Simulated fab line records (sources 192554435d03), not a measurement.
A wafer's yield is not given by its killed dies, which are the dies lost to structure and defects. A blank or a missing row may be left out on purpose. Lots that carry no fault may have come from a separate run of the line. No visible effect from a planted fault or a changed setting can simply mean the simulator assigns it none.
fab line records	flow n5-finfet
[record] lots = 24	wafers = 72	last-day = 18
route steps=1938 shown GATE_CUT@503 MOL_CONTACT_COAG@551
lots with no fault: from the same line, run without faults
start-h: the number of hours between the record's first day and the start of the first shown wafer of the lot	wait-h: hours elapsed since this lot's preceding step	" unchanged from the row above	L1.1+2: a row that stands for several wafers	- no value, or no start was given	* or withheld: withheld	< > ~ a bound
route shown NAME@n: names a module that has steps shown in the file, with the first one's number in the route	usual: mean and standard deviation over wafers with no fault	same: alike in all rows	chamber/n: place in a boat	sites: readings site by site	_std_site: the values' standard deviation	_edge_site: outer sites' mean less inner sites'	radius-mm: how far each site lies from the wafer's centre	mask NAME#n: copy n	behind: the most recent tool/chamber to have shaped the wafer	hold: the reason the lot was held/the length of the hold in hours/how it ended	device: the n, p or np transistor that did not switch	end of line: at the end of the route, the tests of the same wafers	step lacking rows: just its recipe	killed: dies lost to structure and defects at the first sort, not the wafer's yield	map: dies across one wafer; x = killed, . = not, _ = none there
set.NAME: the setting that was run; set.NAME@STEP: the one run at that earlier step	model.NAME: the simulator's own value behind a step, which no gauge read
one table for each step of the route and one row for each wafer, over a sample of lots
services: a tool's chamber out of use, with start hour (start-h, from the record's first day; less than 0 if before it), hours out, and reason
[[steps]]
[step N5_GATE_CUT_ETCH_47]
[recipe] chemistry = Cl2/BCl3	target = SiO2	target-depth-a = 100	pressure-mtorr = 10	icp-w = 1000	bias-w = 126	Cl2_flow_sccm = 53.25	bcl3-flow-sccm = 21.75	Ar_flow_sccm = 25
[usual] drypump-motor-current-A = 5.8/0.41	he-backside-leak-sccm = 3.37/0.2	oes-product-au = 0.75/0.12	rf-fwd-power-W = 979/3.7	throttle-valve-pct = 22.98/0.2
lot.wafer	tool	chamber	start-h	wait-h	drypump-motor-current-A	he-backside-leak-sccm	oes-product-au	rf-fwd-power-W	rf-hours-counter-h	throttle-valve-pct
L074.1	rie-metal-01	1	89.70	0.0	6.0	3.59	0.69	980	83	23.07
L074.2	"	0	"	"	4.9	3.49	0.64	982	112	23.13
L074.3	"	0	"	"	4.9	3.35	0.63	978	-	23.13
L075.3	rie-metal-02	1	94.83	0.0	5.5	3.39	0.71	976	-	23.12
L075.4	"	0	"	"	6.1	3.63	1.00	976	-	22.66
L075.6	"	0	"	"	6.1	3.60	1.02	974	-	22.65
L076.3	rie-metal-03	1	101.66	0.0	6.0	3.45	0.63	971	-	22.81
L076.4	"	0	"	"	6.1	3.26	0.86	977	-	23.14
L076.6	"	1	"	"	6.0	3.20	0.63	974	-	22.81
L077.3	rie-metal-02	0	105.40	0.0	6.1	3.96	0.98	975	-	22.65
L077.4	"	1	"	"	5.5	3.40	0.71	983	-	23.11
L077.6	"	0	"	"	6.1	3.43	0.99	977	-	22.65
L078.2	rie-metal-03	0	110.40	0.0	6.0	3.21	0.85	974	19	23.16
L078.4	"	0	"	"	6.0	3.17	0.85	979	-	23.14
L078.5	"	1	"	"	6.0	3.17	0.63	980	-	22.80
L079.3	rie-metal-02	1	118.11	0.0	5.5	3.51	0.71	980	-	23.11
L079.4	"	0	"	"	6.1	3.51	0.97	975	-	22.64
L079.6	"	1	"	"	5.5	3.41	0.71	981	-	23.12
L080.1	rie-metal-03	1	123.73	0.0	6.0	3.38	0.63	975	115	22.81
L080.4	"	1	"	"	6.0	3.47	0.63	975	-	22.80
L080.6	"	1	"	"	6.0	3.33	0.63	982	-	22.80
L081.1	rie-metal-01	1	131.50	0.0	6.0	3.66	0.68	982	87	23.07
L081.2	"	0	"	"	4.9	3.17	0.63	980	116	23.15
L081.5	"	1	"	"	6.1	3.34	0.69	981	-	23.08
L082.1	rie-metal-01	1	137.24	0.0	6.0	3.51	0.69	978	88	23.09
L082.4	"	0	"	"	4.9	3.02	0.64	982	-	23.15
L082.5	"	1	"	"	6.1	3.69	0.68	978	-	23.08
L083.1	rie-metal-02	0	146.12	0.0	6.1	3.31	0.95	976	5	22.66
L083.2	"	1	"	"	5.5	3.47	0.70	982	82	23.14
L083.5	"	1	"	"	5.5	3.38	0.70	979	-	23.12
L084.1	rie-metal-02	0	155.14	0.0	6.1	3.62	0.95	973	7	22.65
L084.5	"	0	"	"	6.1	3.69	0.94	977	-	22.65
L084.6	"	1	"	"	5.5	3.36	0.70	980	-	23.13
L085.2	rie-metal-01	0	159.28	0.1	4.9	3.44	0.63	983	-	23.16
L085.4	"	0	"	"	4.9	3.34	0.62	983	-	23.16
L085.6	"	0	"	"	4.9	3.29	0.63	981	-	23.16
L086.1	rie-metal-03	0	162.23	0.0	6.0	3.03	0.84	975	23	23.16
L086.2	"	1	"	"	6.0	3.14	0.62	977	117	22.82
L086.4	"	1	"	"	6.0	3.18	0.63	978	-	22.81
L087.1	rie-metal-02	0	166.49	0.0	6.1	3.42	0.95	984	7	22.66
L087.2	"	1	"	"	5.5	3.53	0.70	984	84	23.13
L087.6	"	0	"	"	6.1	3.38	0.93	982	-	22.66
L088.2	rie-metal-03	1	170.48	0.0	6.1	2.97	0.63	979	118	22.83
L088.5	"	1	"	"	6.0	3.09	0.62	976	-	22.82
L088.6	"	0	"	"	6.1	3.14	0.83	980	-	23.16
L089.3	rie-metal-01	1	177.26	0.1	6.1	3.56	0.67	983	-	23.08
L089.4	"	1	"	"	6.1	3.53	0.68	977	-	23.07
L089.5	"	1	"	"	6.0	3.60	0.68	980	-	23.06
L090.2	rie-metal-02	0	178.79	0.0	6.1	3.72	0.92	979	9	22.66
L090.3	"	0	"	"	6.1	3.83	0.92	975	-	22.67
L090.4	"	1	"	"	5.5	3.56	0.69	984	-	23.11
L091.1	rie-metal-01	0	188.06	0.0	4.9	3.19	0.62	979	122	23.17
L091.3	"	0	"	"	4.9	3.32	0.62	980	-	23.16
L091.4	"	1	"	"	6.0	3.63	0.68	983	-	23.09
L092.2	rie-metal-03	1	197.23	0.0	6.0	3.44	0.62	971	120	22.81
L092.5	"	0	"	"	6.0	3.17	0.84	980	-	23.17
L092.6	"	1	"	"	6.0	3.35	0.62	968	-	22.80
L093.1	rie-metal-02	1	198.36	0.0	5.5	3.36	0.68	979	87	23.14
L093.2	"	0	"	"	6.1	3.51	0.90	978	11	22.67
L093.3	"	0	"	"	6.1	3.32	0.92	976	-	22.67
L094.4	rie-metal-02	1	205.35	0.0	5.5	3.38	0.69	980	-	23.12
L094.5	"	1	"	"	5.5	3.55	0.69	975	-	23.13
L094.6	"	0	"	"	6.1	3.49	0.90	977	-	22.68
L095.2	rie-metal-02	1	209.05	0.0	5.5	3.49	0.69	982	89	23.14
L095.4	"	1	"	"	5.5	3.43	0.68	978	-	23.14
L095.5	"	0	"	"	6.1	3.69	0.90	981	-	22.67
L096.1	rie-metal-03	1	213.85	0.0	6.0	3.34	0.61	983	122	22.84
L096.2	"	0	"	"	6.1	3.22	0.83	978	27	23.18
L096.4	"	1	"	"	6.0	3.32	0.62	984	-	22.83
L097.4	rie-metal-03	1	223.33	0.0	6.0	3.58	0.61	982	-	22.82
L097.5	"	0	"	"	6.1	3.18	0.83	978	-	23.17
L097.6	"	1	"	"	6.0	3.36	0.61	982	-	22.83
[step N5_GATE_CUT_CMP_23]
[recipe] stop-on = SiO2	t-overpolish-s = 23.4	post-cmp-clean = alkaline-brush	down-force-psi = 2.5	platen-rpm = 51.8	pad-velocity-m-s = 1.0307	target-thk-nm = 16
[usual] motor-current-A = 9.3/1	overpolish-run-s = 23.400/0.0095	time-to-endpoint-s = 19.5/2.8
lot.wafer	tool	chamber	start-h	wait-h	motor-current-A	overpolish-run-s	time-to-endpoint-s
L074.1	cmp-01	2	94.88	0.8	8.6	23.394	19.9
L074.2	"	3	"	"	10.1	23.402	21.9
L074.3	"	0	"	"	7.9	23.393	18.7
L075.4	cmp-02	2	101.02	0.8	9.8	23.402	18.9
L075.3	"	0	"	"	8.8	23.414	21.2
L075.6	"	2	"	"	9.7	23.396	17.2
L076.3	cmp-03	3	105.16	0.8	10.4	23.406	18.0
L076.4	"	0	"	"	7.9	23.386	22.2
L076.6	"	0	"	"	7.9	23.395	20.5
L077.4	cmp-01	3	107.91	0.8	9.3	23.376	22.5
L077.3	"	0	"	"	7.6	23.399	18.6
L077.6	"	3	"	"	9.9	23.390	21.6
L078.4	cmp-01	2	112.22	0.8	8.4	23.402	15.6
L078.2	"	3	"	"	10.2	23.411	20.8
L078.5	"	1	"	"	8.5	23.385	22.4
L079.4	cmp-02	2	119.88	0.8	9.3	23.390	16.3
L079.3	"	3	"	"	10.2	23.412	15.1
L079.6	"	3	"	"	10.6	23.404	16.0
L080.4	cmp-01	3	125.59	0.8	9.5	23.396	22.8
L080.1	"	0	"	"	7.5	23.402	18.0
L080.6	"	2	"	"	8.3	23.385	19.4
L081.2	cmp-02	1	133.36	0.8	8.5	23.407	17.0
L081.1	"	2	"	"	9.7	23.408	17.9
L081.5	"	0	"	"	9.3	23.390	19.8
L082.4	cmp-03	0	139.03	0.8	8.0	23.402	21.6
L082.1	"	1	"	"	10.2	23.410	19.4
L082.5	"	1	"	"	10.3	23.389	19.3
L083.2	cmp-01	1	147.94	0.8	8.5	23.388	19.3
L083.1	"	3	"	"	9.4	23.402	23.9
L083.5	"	0	"	"	7.7	23.406	20.6
L084.1	cmp-01	1	157.06	0.8	9.0	23.406	27.2
L084.6	"	0	"	"	7.7	23.404	24.4
L084.5	"	1	"	"	8.2	23.411	27.1
L085.2	cmp-03	1	161.25	0.8	10.3	23.390	18.1
L085.4	"	2	"	"	11.4	23.397	24.8
L085.6	"	0	"	"	8.0	23.398	21.6
L086.1	cmp-02	0	164.30	0.8	8.8	23.410	18.8
L086.2	"	1	"	"	8.7	23.418	17.1
L086.4	"	3	"	"	10.6	23.399	17.2
L087.1	cmp-02	2	168.57	1.0	9.7	23.412	17.3
L087.2	"	3	"	"	10.3	23.396	15.4
L087.6	"	2	"	"	9.0	23.411	18.5
L088.2	cmp-02	2	172.34	0.8	9.2	23.399	16.1
L088.6	"	0	"	"	8.6	23.397	17.5
L088.5	"	1	"	"	8.8	23.399	15.6
L089.4	cmp-03	3	179.22	0.8	10.1	23.386	18.7
L089.3	"	0	"	"	8.1	23.399	20.9
L089.5	"	1	"	"	10.3	23.382	16.1
L090.3	cmp-03	3	180.57	0.8	10.3	23.371	18.5
L090.4	"	0	"	"	8.3	23.377	20.8
L090.2	"	2	"	"	10.6	23.405	24.6
L091.3	cmp-02	2	191.92	0.8	9.2	23.392	20.1
L091.4	"	3	"	"	10.6	23.403	20.4
L091.1	"	0	"	"	9.4	23.393	18.7
L092.2	cmp-03	1	199.13	0.9	10.5	23.414	16.9
L092.5	"	2	"	"	10.7	23.400	19.5
L092.6	"	3	"	"	10.2	23.409	18.4
L093.1	cmp-01	2	200.14	0.8	8.6	23.406	17.5
L093.3	"	0	"	"	7.4	23.400	15.9
L093.2	"	1	"	"	8.6	23.412	23.3
L094.4	cmp-01	2	207.89	0.8	8.0	23.400	19.9
L094.6	"	2	"	"	8.5	23.420	20.7
L094.5	"	3	"	"	9.7	23.393	22.0
L095.2	cmp-03	1	211.46	0.8	9.9	23.399	16.5
L095.4	"	3	"	"	10.7	23.392	15.9
L095.5	"	1	"	"	9.8	23.396	18.8
L096.2	cmp-03	0	215.63	0.8	7.8	23.402	19.3
L096.4	"	1	"	"	9.5	23.398	16.1
L096.1	"	2	"	"	10.9	23.402	22.4
L097.4	cmp-03	3	225.10	0.8	10.6	23.401	17.2
L097.5	"	3	"	"	10.3	23.400	16.5
L097.6	"	0	"	"	8.0	23.403	21.5
[step N5_GATE_CUT_CMP_43]
[recipe] material = SiO2	post-cmp-clean = rinse-only
[usual] motor-current-A = 12.5/1.3
lot.wafer	tool	chamber	start-h	wait-h	motor-current-A
L074.3	cmp-03	1	95.21	0.0	14.4
L074.2	"	2	"	"	14.1
L074.1	"	3	"	"	13.8
L075.3	cmp-01	2	101.38	0.1	12.1
L075.4	"	0	"	"	10.1
L075.6	"	1	"	"	11.3
L076.3	cmp-02	2	105.56	0.1	13.0
L076.4	"	3	"	"	13.9
L076.6	"	2	"	"	12.8
L077.4	cmp-02	2	108.23	0.0	12.6
L077.3	"	1	"	"	12.0
L077.6	"	2	"	"	12.5
L078.2	cmp-02	3	112.67	0.2	13.6
L078.4	"	0	"	"	12.5
L078.5	"	2	"	"	13.3
L079.3	cmp-02	1	120.21	0.0	11.6
L079.4	"	2	"	"	12.3
L079.6	"	1	"	"	11.9
L080.1	cmp-03	2	125.92	0.1	14.7
L080.4	"	0	"	"	11.2
L080.6	"	2	"	"	15.0
L081.1	cmp-03	0	133.69	0.1	11.2
L081.2	"	1	"	"	13.6
L081.5	"	0	"	"	10.9
L082.4	cmp-01	1	139.43	0.1	10.7
L082.1	"	3	"	"	12.7
L082.5	"	0	"	"	9.8
L083.1	cmp-01	0	148.23	0.0	9.9
L083.2	"	2	"	"	11.2
L083.5	"	0	"	"	9.7
L084.1	cmp-02	0	157.59	0.3	12.4
L084.5	"	1	"	"	11.5
L084.6	"	2	"	"	12.2
L085.2	cmp-02	1	161.62	0.2	11.8
L085.4	"	3	"	"	13.7
L085.6	"	0	"	"	12.3
L086.2	cmp-03	0	164.63	0.0	11.5
L086.4	"	1	"	"	13.2
L086.1	"	3	"	"	14.0
L087.2	cmp-02	0	169.25	0.4	11.8
L087.1	"	1	"	"	11.1
L087.6	"	0	"	"	11.4
L088.2	cmp-03	3	172.67	0.1	14.4
L088.6	"	2	"	"	14.4
L088.5	"	3	"	"	12.9
L089.4	cmp-01	0	179.47	0.0	9.9
L089.3	"	2	"	"	11.6
L089.5	"	0	"	"	10.5
L090.2	cmp-01	2	180.90	0.0	11.8
L090.4	"	0	"	"	10.1
L090.3	"	1	"	"	11.4
L091.3	cmp-03	3	192.24	0.0	14.5
L091.1	"	0	"	"	11.2
L091.4	"	2	"	"	14.1
L092.2	cmp-02	3	199.50	0.2	14.3
L092.6	"	1	"	"	11.5
L092.5	"	2	"	"	12.8
L093.2	cmp-03	1	200.47	0.0	13.0
L093.3	"	3	"	"	14.4
L093.1	"	0	"	"	11.0
L094.4	cmp-03	3	208.38	0.2	13.7
L094.6	"	1	"	"	13.0
L094.5	"	2	"	"	14.4
L095.4	cmp-03	2	211.90	0.2	14.5
L095.2	"	3	"	"	14.0
L095.5	"	1	"	"	14.4
L096.4	cmp-02	3	215.96	0.0	13.7
L096.1	"	0	"	"	12.0
L096.2	"	2	"	"	12.8
L097.4	cmp-02	3	225.66	0.3	14.3
L097.6	"	0	"	"	12.0
L097.5	"	1	"	"	11.8
[step N5_GATE_CUT_CMP_61]
[recipe] stop-on = SiNx	t-overpolish-s = 3	post-cmp-clean = alkaline-brush	down-force-psi = 4	platen-rpm = 27.09	pad-velocity-m-s = 0.539
[usual] motor-current-A = 12.6/1.3
lot.wafer	tool	chamber	start-h	wait-h	motor-current-A
L074.3	cmp-03	1	95.69	0.4	13.4
L074.2	"	2	"	"	14.6
L074.1	"	3	"	"	13.7
L075.3	cmp-01	2	101.81	0.3	11.4
L075.4	"	0	"	"	10.0
L075.6	"	1	"	"	11.0
L076.3	cmp-02	2	105.99	0.3	12.6
L076.4	"	3	"	"	14.2
L076.6	"	2	"	"	13.5
L077.4	cmp-02	2	108.71	0.4	13.2
L077.3	"	1	"	"	11.4
L077.6	"	2	"	"	12.7
L078.2	cmp-02	3	113.05	0.3	14.1
L078.4	"	0	"	"	11.9
L078.5	"	2	"	"	12.6
L079.3	cmp-02	1	120.69	0.4	11.5
L079.4	"	2	"	"	13.2
L079.6	"	1	"	"	11.4
L080.1	cmp-03	2	126.35	0.3	14.2
L080.4	"	0	"	"	10.6
L080.6	"	2	"	"	15.3
L081.1	cmp-03	0	134.12	0.3	11.6
L081.2	"	1	"	"	13.9
L081.5	"	0	"	"	11.1
L082.4	cmp-01	1	139.86	0.3	11.5
L082.1	"	3	"	"	13.0
L082.5	"	0	"	"	10.1
L083.1	cmp-01	0	148.71	0.4	10.3
L083.2	"	2	"	"	11.6
L083.5	"	0	"	"	9.9
L084.1	cmp-02	0	157.92	0.2	12.2
L084.5	"	1	"	"	11.1
L084.6	"	2	"	"	12.7
L085.2	cmp-02	1	162.05	0.3	11.7
L085.4	"	3	"	"	13.0
L085.6	"	0	"	"	12.5
L086.2	cmp-03	0	165.11	0.4	11.6
L086.4	"	1	"	"	13.1
L086.1	"	3	"	"	14.1
L087.2	cmp-02	0	169.73	0.4	12.6
L087.1	"	1	"	"	11.7
L087.6	"	0	"	"	12.0
L088.2	cmp-03	3	173.10	0.3	13.2
L088.6	"	2	"	"	14.9
L088.5	"	3	"	"	14.1
L089.4	cmp-01	0	179.95	0.4	10.7
L089.3	"	2	"	"	11.3
L089.5	"	0	"	"	10.3
L090.2	cmp-01	2	181.38	0.4	11.6
L090.4	"	0	"	"	10.4
L090.3	"	1	"	"	11.3
L091.3	cmp-03	3	192.72	0.4	14.4
L091.1	"	0	"	"	11.4
L091.4	"	2	"	"	14.0
L092.2	cmp-02	3	199.88	0.3	13.8
L092.6	"	1	"	"	11.5
L092.5	"	2	"	"	12.1
L093.2	cmp-03	1	200.95	0.4	13.8
L093.3	"	3	"	"	13.0
L093.1	"	0	"	"	11.0
L094.4	cmp-03	3	208.76	0.3	13.9
L094.6	"	1	"	"	13.7
L094.5	"	2	"	"	14.9
L095.4	cmp-03	2	212.28	0.3	14.7
L095.2	"	3	"	"	14.3
L095.5	"	1	"	"	13.6
L096.4	cmp-02	3	216.44	0.4	14.1
L096.1	"	0	"	"	12.0
L096.2	"	2	"	"	12.7
L097.4	cmp-02	3	225.99	0.2	13.8
L097.6	"	0	"	"	11.7
L097.5	"	1	"	"	11.9
[step N5_MOL_CONTACT_COAG_SPUTTER_130]
[recipe] material = Co	target-thk-a = 475	temp-c = 25	chamber-pressure-pa = 0.5	power-w = 3000
[usual] susceptor-temp-C = 25.01/0.11	throttle-valve-pct = 29.7/0.99
lot.wafer	tool	chamber	start-h	wait-h	susceptor-temp-C	throttle-valve-pct
L074.1	pvd-sputter-02	-	100.92	0.0	25.12	29.8
L074.2	"	-	"	"	25.17	30.3
L074.3	"	-	"	"	24.91	28.7
L075.3	pvd-sputter-01	-	108.00	0.0	25.04	31.4
L075.4	"	-	"	"	24.81	28.6
L075.6	"	-	"	"	24.88	30.4
L076.3	pvd-sputter-02	-	110.99	0.0	25.22	29.4
L076.4	"	-	"	"	25.02	30.4
L076.6	"	-	"	"	24.93	30.4
L077.3	pvd-sputter-01	-	115.98	0.0	25.20	30.4
L077.4	"	-	"	"	25.16	31.2
L077.6	"	-	"	"	25.02	31.2
L078.2	pvd-sputter-01	-	119.22	0.0	25.06	29.1
L078.4	"	-	"	"	25.06	30.2
L078.5	"	-	"	"	25.00	29.0
L079.3	pvd-sputter-01	-	125.72	0.0	24.87	28.1
L079.4	"	-	"	"	24.91	29.1
L079.6	"	-	"	"	24.87	31.3
L080.1	pvd-sputter-01	-	133.50	0.0	25.03	31.1
L080.4	"	-	"	"	25.06	28.9
L080.6	"	-	"	"	24.95	31.3
L081.1	pvd-sputter-02	-	138.86	0.0	24.94	30.4
L081.2	"	-	"	"	25.12	29.9
L081.5	"	-	"	"	25.00	30.3
L082.1	pvd-sputter-01	-	146.22	0.0	24.97	28.9
L082.4	"	-	"	"	24.82	31.2
L082.5	"	-	"	"	25.03	28.7
L083.1	pvd-sputter-01	-	153.80	0.0	25.00	30.4
L083.2	"	-	"	"	25.10	28.7
L083.5	"	-	"	"	25.08	28.3
L084.1	pvd-sputter-03	-	168.16	0.0	25.11	29.4
L084.5	"	-	"	"	25.16	31.1
L084.6	"	-	"	"	24.88	29.8
L085.2	pvd-sputter-02	-	168.20	0.0	24.95	28.6
L085.4	"	-	"	"	25.00	30.2
L085.6	"	-	"	"	25.09	30.4
L086.1	pvd-sputter-01	-	170.52	0.0	24.97	28.9
L086.2	"	-	"	"	25.01	30.3
L086.4	"	-	"	"	24.92	28.5
L087.1	pvd-sputter-02	-	178.20	0.0	24.77	28.8
L087.2	"	-	"	"	25.07	29.7
L087.6	"	-	"	"	24.89	29.6
L088.2	pvd-sputter-02	-	180.74	0.0	25.04	30.2
L088.5	"	-	"	"	25.12	28.7
L088.6	"	-	"	"	24.91	30.6
L089.3	pvd-sputter-02	-	187.31	0.0	24.78	28.7
L089.4	"	-	"	"	25.00	29.6
L089.5	"	-	"	"	24.84	28.9
L090.2	pvd-sputter-02	-	187.47	0.0	25.14	30.2
L090.3	"	-	"	"	24.90	29.7
L090.4	"	-	"	"	25.14	30.5
L091.1	pvd-sputter-02	-	200.74	0.0	24.94	30.5
L091.3	"	-	"	"	24.91	28.6
L091.4	"	-	"	"	24.86	30.5
L092.2	pvd-sputter-02	-	207.29	0.0	25.14	30.5
L092.5	"	-	"	"	25.03	30.6
L092.6	"	-	"	"	24.90	30.5
L093.1	pvd-sputter-02	-	207.79	0.0	25.12	29.8
L093.2	"	-	"	"	25.06	28.9
L093.3	"	-	"	"	25.12	30.4
L094.4	pvd-sputter-01	-	215.30	0.0	24.87	28.4
L094.5	"	-	"	"	25.05	28.2
L094.6	"	-	"	"	25.09	31.3
L095.2	pvd-sputter-03	-	217.34	0.0	24.98	31.2
L095.4	"	-	"	"	25.11	27.9
L095.5	"	-	"	"	25.01	30.0
L096.1	pvd-sputter-01	-	224.16	0.0	24.96	31.1
L096.2	"	-	"	"	25.07	28.8
L096.4	"	-	"	"	24.98	30.2
L097.4	pvd-sputter-03	-	234.09	0.0	24.87	30.8
L097.5	"	-	"	"	24.93	29.6
L097.6	"	-	"	"	24.88	28.2
[step N5_MOL_CONTACT_COAG_STRIP_96]
[recipe] chemistry = N2/H2	power-w = 500	temp-c = 40	pressure-mtorr = 50	rf-frequency-hz = 6e+07	overash-fraction = 0.3	bias-power-w = 28	h2-frac = 0.5	n2-flow-sccm = 300	h2-flow-sccm = 300
[usual] drypump-motor-current-A = 5.5/0.37	oes-product-au = 0.78/0.087	rf-vpp-V = 121.8/1.3	showerhead-plenum-p-Torr = 3.34/0.11	throttle-valve-pct = 18.9/0.39
lot.wafer	tool	chamber	start-h	wait-h	drypump-motor-current-A	oes-product-au	rf-hours-counter-h	rf-vpp-V	showerhead-plenum-p-Torr	throttle-valve-pct
L074.1	rie-diel-02	0	108.07	0.0	5.7	0.73	178	122.1	3.24	19.6
L074.2	"	2	"	"	5.9	0.73	175	122.4	3.50	19.0
L074.3	"	1	"	"	4.9	0.91	11	121.4	3.43	18.4
L075.3	rie-diel-04	2	112.81	0.0	4.8	0.92	18	121.0	3.28	18.4
L075.4	"	1	"	"	5.3	0.72	195	123.2	3.45	19.1
L075.6	"	0	"	"	5.9	0.72	-	120.3	3.22	19.0
L076.3	rie-diel-05	2	115.39	0.0	5.9	0.74	172	123.0	3.49	19.1
L076.4	"	2	"	"	5.9	0.73	-	121.5	3.49	19.1
L076.6	"	3	"	"	5.7	0.71	-	122.1	3.18	19.1
L077.3	rie-diel-04	0	122.21	0.0	5.9	0.72	176	118.6	3.22	19.1
L077.4	"	3	"	"	5.7	0.72	174	120.6	3.21	18.8
L077.6	"	3	"	"	5.6	0.72	-	122.5	3.21	18.8
L078.2	rie-diel-04	0	124.53	0.0	5.9	0.72	177	123.3	3.22	19.1
L078.4	"	3	"	"	5.6	0.72	175	122.4	3.21	18.8
L078.5	"	0	"	"	5.9	0.72	-	123.8	3.21	19.0
L079.3	rie-diel-04	2	130.12	0.0	4.8	0.90	24	120.5	3.28	18.4
L079.4	"	1	"	"	5.3	0.71	201	122.2	3.45	19.1
L079.6	"	2	"	"	4.8	0.93	-	121.3	3.28	18.5
L080.1	rie-diel-02	3	138.02	0.0	5.4	0.94	23	120.3	3.40	18.6
L080.4	"	0	"	"	5.7	0.73	186	122.3	3.23	19.7
L080.6	"	2	"	"	5.9	0.73	-	123.4	3.49	19.0
L081.1	rie-diel-04	1	143.76	0.0	5.3	0.71	206	121.6	3.45	19.1
L081.2	"	2	"	"	4.8	0.91	28	121.8	3.28	18.4
L081.5	"	1	"	"	5.3	0.71	-	121.9	3.45	19.1
L082.1	rie-diel-05	3	150.86	0.0	5.7	0.94	7	120.8	3.58	18.7
L082.4	"	2	"	"	5.9	0.71	186	121.7	3.48	19.1
L082.5	"	1	"	"	5.5	0.75	-	122.5	3.22	19.1
L083.1	rie-diel-04	1	159.13	0.0	5.3	0.71	212	122.9	3.44	19.1
L083.2	"	3	"	"	5.6	0.71	186	120.4	3.21	18.8
L083.5	"	1	"	"	5.3	0.72	-	123.2	3.44	19.1
L084.1	rie-diel-05	0	173.30	0.0	5.0	0.79	79	121.4	3.40	18.4
L084.5	"	3	"	"	5.7	0.90	-	125.0	3.58	18.7
L084.6	"	2	"	"	5.9	0.71	-	122.5	3.48	19.1
L085.2	rie-diel-02	3	173.45	0.0	5.4	0.90	35	121.1	3.40	18.6
L085.4	"	0	"	"	5.7	0.72	197	120.7	3.23	19.7
L085.6	"	0	"	"	5.7	0.70	-	119.1	3.23	19.7
L086.1	rie-diel-04	1	175.60	0.0	5.3	0.71	215	123.3	3.44	19.1
L086.2	"	0	"	"	5.8	0.71	195	120.1	3.20	19.1
L086.4	"	3	"	"	5.7	0.71	192	122.6	3.20	18.8
L087.1	rie-diel-04	3	183.14	0.0	5.7	0.70	195	120.8	3.20	18.8
L087.2	"	1	"	"	5.3	0.71	217	122.6	3.44	19.1
L087.6	"	0	"	"	5.9	0.70	-	121.2	3.20	19.1
L088.2	rie-diel-02	2	185.39	0.0	5.9	0.71	199	123.3	3.49	19.0
L088.5	"	2	"	"	5.9	0.71	-	122.5	3.49	19.0
L088.6	"	3	"	"	5.4	0.90	-	121.6	3.40	18.6
L089.3	rie-diel-02	1	193.62	0.0	5.0	0.88	37	122.9	3.41	18.4
L089.4	"	3	"	"	5.4	0.89	40	122.0	3.39	18.6
L089.5	"	0	"	"	5.6	0.71	-	120.5	3.22	19.7
L090.2	rie-diel-04	1	194.93	0.0	5.3	0.71	221	122.7	3.44	19.1
L090.3	"	2	"	"	4.8	0.87	47	120.5	3.26	18.5
L090.4	"	0	"	"	5.9	0.69	202	120.4	3.20	19.1
L091.1	rie-diel-02	2	205.30	0.0	5.9	0.71	206	123.2	3.48	19.0
L091.3	"	0	"	"	5.7	0.71	208	119.9	3.22	19.7
L091.4	"	1	"	"	5.0	0.85	41	122.3	3.41	18.4
L092.2	rie-diel-02	3	212.54	0.0	5.4	0.88	46	120.4	3.39	18.6
L092.5	"	0	"	"	5.7	0.70	-	122.1	3.22	19.7
L092.6	"	3	"	"	5.4	0.88	-	121.5	3.39	18.6
L093.1	rie-diel-02	3	213.83	0.0	5.4	0.90	47	121.5	3.39	18.6
L093.2	"	1	"	"	5.0	0.86	43	123.5	3.41	18.5
L093.3	"	2	"	"	5.9	0.70	208	120.4	3.48	19.0
L094.4	rie-diel-02	1	220.89	0.0	5.0	0.85	47	121.7	3.41	18.4
L094.5	"	2	"	"	5.9	0.70	-	122.6	3.48	19.0
L094.6	"	1	"	"	5.0	0.85	-	121.8	3.41	18.4
L095.2	rie-diel-02	2	223.31	0.0	5.9	0.71	213	122.1	3.48	19.0
L095.4	"	3	"	"	5.4	0.88	51	123.2	3.39	18.6
L095.5	"	0	"	"	5.7	0.70	-	120.6	3.22	19.7
L096.1	rie-diel-04	3	229.73	0.0	5.6	0.70	206	119.3	3.20	18.9
L096.2	"	0	"	"	5.9	0.69	208	118.5	3.20	19.1
L096.4	"	1	"	"	5.3	0.70	228	121.6	3.43	19.1
L097.4	rie-diel-02	1	239.94	0.0	5.0	0.84	56	122.8	3.40	18.4
L097.5	"	3	"	"	5.4	0.86	-	122.5	3.38	18.6
L097.6	"	2	"	"	5.9	0.70	-	123.1	3.47	19.0
[[services]]
tool	chamber	start-h	hours	kind
cmp-01	-	79.84	2.9	repair
rie-diel-04	-	99.96	4.3	pm
rie-diel-02	-	110.97	2.8	pm
rie-diel-05	0	113.45	3.9	repair
rie-diel-05	-	116.55	0.5	repair
cmp-01	-	118.20	5.5	pm
cmp-01	-	124.34	0.6	repair
pvd-sputter-03	-	124.48	12.1	repair
pvd-sputter-01	-	129.67	3.7	repair
cmp-03	-	134.79	2.7	repair
rie-metal-01	1	141.20	28.3	repair
rie-diel-04	3	144.48	1.3	repair
cmp-01	-	144.90	0.5	repair
pvd-sputter-03	-	150.18	7.7	repair
cmp-01	-	159.29	16.0	pm
rie-diel-04	1	165.57	6.6	repair
cmp-03	-	166.05	3.6	pm
rie-metal-01	0	167.21	9.9	repair
rie-diel-02	1	169.13	2.1	repair
cmp-01	-	183.14	2.1	repair
rie-diel-04	-	212.45	14.6	pm
rie-diel-05	0	213.96	11.5	repair
cmp-03	-	226.34	4.0	pm
cmp-02	-	226.72	6.0	repair
[[key]]
fault none
